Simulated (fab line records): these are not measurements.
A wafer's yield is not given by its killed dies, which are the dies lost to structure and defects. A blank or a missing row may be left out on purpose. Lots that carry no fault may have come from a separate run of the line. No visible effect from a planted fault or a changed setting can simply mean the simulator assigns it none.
fab line records	flow nand_harc
[record] lots = 5	wafers = 15	last_day = 33
route steps=1302 shown P_ZERO_WELL@29
lots with no fault: from the same line, run without faults
start_h: hours from the record's opening day to when the first of the lot's shown wafers began	wait_h: time in hours since the lot's previous step	" unchanged from the row above	L1.1+2: a single row standing in for several wafers	- either no value or no given start	* or withheld: withheld	< > ~ a bound
route shown NAME@n: NAME is a module with steps in the file, n the number in the route of the first one	usual: mean and standard deviation over wafers with no fault	same: alike in all rows	chamber/n: place in a boat	sites: readings site by site	_std_site: their standard deviation	_edge_site: outer sites' mean less inner sites'	radius_mm: for every site, how far away it sits from the centre of the wafer	mask NAME#n: copy n	behind: the most recent tool/chamber to have shaped the wafer	hold: cause of the lot's hold/its duration in hours/its outcome	device: the n, p or np transistor that did not switch	end of line: the same wafers' tests at the end of the route	a step with no rows: only its recipe	killed: count of dies lost to structure and defects at first sort (not the wafer's yield)	map: per-die view of a wafer (x killed, . not killed, _ where there is no die)
set.NAME: setting as actually run; set.NAME@STEP: the setting as run at that earlier step	model.NAME: the simulator's own value behind a step, which no gauge read
lots seen at some steps along the route; tables by step, rows by wafer
services: the hour from which a tool's chamber was out of use, counted from the record's first day as start_h (under 0 if before that day), plus the number of hours and why
[[steps]]
[step NHARC_P_ZERO_WELL_CD_MEAS_24]
[recipe] target_cd_nm = 720	landing_energy_ev = 500
[usual] cd_nm = 720.4/1.6
lot.wafer	tool	chamber	start_h	wait_h	cd_nm
L851.1	cd_sem-01	0	62.84	-	722.6
L851.5	"	0	"	"	721.6
L851.6	"	0	"	"	720.5
L855.2	cd_sem-01	0	102.46	-	721.6
L855.3	"	0	"	"	719.2
L855.5	"	0	"	"	722.9
L867.2	cd_sem-02	0	222.61	-	722.3
L867.3	"	0	"	"	720.5
L867.6	"	0	"	"	721.2
L869.2	cd_sem-03	0	242.47	-	721.6
L869.4	"	0	"	"	719.3
L869.5	"	0	"	"	724.0
L870.1	cd_sem-02	0	252.33	-	718.5
L870.3	"	0	"	"	717.9
L870.6	"	0	"	"	721.6
[step NHARC_P_ZERO_WELL_HARDBAKE_25]
[recipe] temp_c = 125	time_s = 80
[step NHARC_P_ZERO_WELL_DESCUM_26]
[recipe] time_s = 3	o2_flow_sccm = 200	ar_flow_sccm = 0	bias_power_w = 0	chemistry = O2
[usual] drypump_motor_current_A = 5.8/0.41	oes_product_au = 1.000/0.0088	rf_vpp_V = 57.8/0.94	showerhead_plenum_p_Torr = 1.90/0.07	throttle_valve_pct = 11.311/0.0085
lot.wafer	tool	chamber	start_h	wait_h	drypump_motor_current_A	oes_product_au	rf_hours_counter_h	rf_vpp_V	showerhead_plenum_p_Torr	throttle_valve_pct
L851.1	rie_diel-08	1	63.01	-	5.9	0.985	14	58.7	1.92	11.317
L851.5	"	0	"	"	5.5	1.010	-	59.5	1.97	11.312
L851.6	"	1	"	"	5.9	1.001	-	57.8	1.92	11.308
L855.2	rie_diel-13	0	102.62	-	5.9	0.992	36	57.3	1.88	11.304
L855.3	"	1	"	"	5.5	1.011	41	57.3	1.80	11.313
L855.5	"	0	"	"	5.9	0.998	-	59.2	1.88	11.323
L867.2	rie_diel-08	2	222.77	-	5.4	1.007	6	58.7	1.93	11.298
L867.3	"	1	"	"	5.9	1.004	6	58.4	1.91	11.317
L867.6	"	3	"	"	5.5	0.993	-	57.0	1.85	11.331
L869.2	rie_diel-08	3	242.65	-	5.5	1.004	13	59.2	1.85	11.319
L869.4	"	0	"	"	5.5	0.991	13	58.0	1.95	11.315
L869.5	"	2	"	"	5.4	0.999	-	58.0	1.93	11.316
L870.1	rie_diel-08	0	252.50	-	5.5	1.008	14	57.0	1.95	11.311
L870.3	"	2	"	"	5.4	1.007	12	57.1	1.93	11.302
L870.6	"	3	"	"	5.5	1.000	-	56.0	1.85	11.323
[step NHARC_P_ZERO_WELL_IMPLANT_27]
[recipe] energy_kev = 600	dose_cm2 = 1e+13	tilt_deg = 7
[step NHARC_P_ZERO_WELL_IMPLANT_57]
[recipe] energy_kev = 250	dose_cm2 = 4e+12	tilt_deg = 7
[step NHARC_P_ZERO_WELL_IMPLANT_58]
[recipe] energy_kev = 100	dose_cm2 = 2e+12	tilt_deg = 7
[step NHARC_P_ZERO_WELL_STRIP_28]
[recipe] time_s = 840	temp_c = 130	chemistry = SPM
[step NHARC_P_ZERO_WELL_DEHYDRATE_29]
[recipe] temp_c = 150	time_s = 120
[step NHARC_P_ZERO_WELL_HMDS_30]
[recipe] time_s = 30
[step NHARC_P_ZERO_WELL_COAT_31]
[recipe] spin_rpm = withheld
[step NHARC_P_ZERO_WELL_SOFTBAKE_32]
[recipe] temp_c = 122	time_s = 95
[step NHARC_P_ZERO_WELL_EBR_33]
[step NHARC_P_ZERO_WELL_EXPOSE_34]
[recipe] na = 0.6	target_cd_nm = 720	dose_mj = 22.31	mask_id = P_PWELL
[usual] exposure_dose_mJ_cm2 = 22.311/0.022
lot.wafer	tool	chamber	start_h	wait_h	mask	exposure_dose_mJ_cm2
L851.1	krf_scanner-03	0	64.32	-	P_PWELL#0	22.303
L851.5	"	0	"	"	P_PWELL#0	22.298
L851.6	"	0	"	"	P_PWELL#0	22.303
L855.2	krf_scanner-01	0	103.95	-	P_PWELL_R1#0	22.362
L855.3	"	0	"	"	P_PWELL_R1#0	22.326
L855.5	"	0	"	"	P_PWELL_R1#0	22.370
L867.2	krf_scanner-01	0	224.11	-	P_PWELL#0	22.316
L867.3	"	0	"	"	P_PWELL#0	22.289
L867.6	"	0	"	"	P_PWELL#0	22.296
L869.2	krf_scanner-01	0	243.96	-	P_PWELL#0	22.285
L869.4	"	0	"	"	P_PWELL#0	22.315
L869.5	"	0	"	"	P_PWELL#0	22.314
L870.1	krf_scanner-02	0	253.81	-	P_PWELL#0	22.322
L870.3	"	0	"	"	P_PWELL#0	22.357
L870.6	"	0	"	"	P_PWELL#0	22.281
[step NHARC_P_ZERO_WELL_PEB_35]
[recipe] peb_temp_c = 118	peb_time_s = 85
[step NHARC_P_ZERO_WELL_DEVELOP_36]
[recipe] time_s = 70
[step NHARC_P_ZERO_WELL_CD_MEAS_37]
[recipe] target_cd_nm = 720	landing_energy_ev = 500
[usual] cd_nm = 719.4/1.9
lot.wafer	tool	chamber	start_h	wait_h	cd_nm
L851.1	cd_sem-02	0	64.48	-	720.6
L851.5	"	0	"	"	718.5
L851.6	"	0	"	"	716.6
L855.2	cd_sem-01	0	104.10	-	724.2
L855.3	"	0	"	"	725.1
L855.5	"	0	"	"	728.5
L867.2	cd_sem-02	0	224.27	-	722.9
L867.3	"	0	"	"	720.9
L867.6	"	0	"	"	724.0
L869.2	cd_sem-02	0	244.11	-	717.0
L869.4	"	0	"	"	717.1
L869.5	"	0	"	"	718.7
L870.1	cd_sem-02	0	253.96	-	721.1
L870.3	"	0	"	"	722.9
L870.6	"	0	"	"	720.9
[step NHARC_P_ZERO_WELL_HARDBAKE_38]
[recipe] temp_c = 125	time_s = 80
[[services]]
tool	chamber	start_h	hours	kind
krf_scanner-02	-	39.58	2.8	repair
rie_diel-08	0	47.31	-	clean
rie_diel-08	1	47.31	-	clean
rie_diel-08	2	47.31	-	clean
rie_diel-08	3	47.31	-	clean
krf_scanner-03	-	52.00	4.0	pm
rie_diel-08	0	71.81	-	clean
rie_diel-08	1	71.81	-	clean
rie_diel-08	2	71.81	-	clean
krf_scanner-01	-	76.17	0.2	repair
krf_scanner-02	-	94.50	4.0	pm
krf_scanner-03	-	106.80	0.5	repair
krf_scanner-01	-	114.89	0.9	repair
krf_scanner-02	-	119.82	0.5	repair
rie_diel-13	1	130.15	6.9	repair
krf_scanner-01	-	140.00	4.0	pm
rie_diel-13	-	165.06	9.0	pm
rie_diel-08	0	186.29	6.8	repair
rie_diel-08	-	190.89	9.0	pm
rie_diel-13	-	211.85	0.2	repair
rie_diel-08	3	212.60	1.8	repair
rie_diel-13	0	219.10	4.8	repair
krf_scanner-03	-	222.23	3.4	repair
krf_scanner-02	-	249.60	0.6	repair
[[key]]
[first_sign] step = NHARC_P_ZERO_WELL_EXPOSE_34	reading = mask	direction = changed
[effect] step = NHARC_P_ZERO_WELL_CD_MEAS_37	reading = cd_nm	direction = up	sigmas = 3.4	usual = 719.4	struck = 725.9
met_at NHARC_P_ZERO_WELL_EXPOSE_34
struck_wafers L855.2,L855.3,L855.5
tester_left_out L855
[fault] kind = wrong_mask	tool = any	chamber = -	onset_h = 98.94	steps = NHARC_P_ZERO_WELL_EXPOSE_34	aux_copy = P_PWELL_R1#0	cd_offset_nm = 7.8998	scope = struck_lots_only
// tester_left_out: of these lots the tester's yield and bins aren't shown, on N5 and GAA mostly nor the transistor test; their killed dies are dies lost to structure and defects alone, not to doping, threshold or leakage, so they don't give the yield
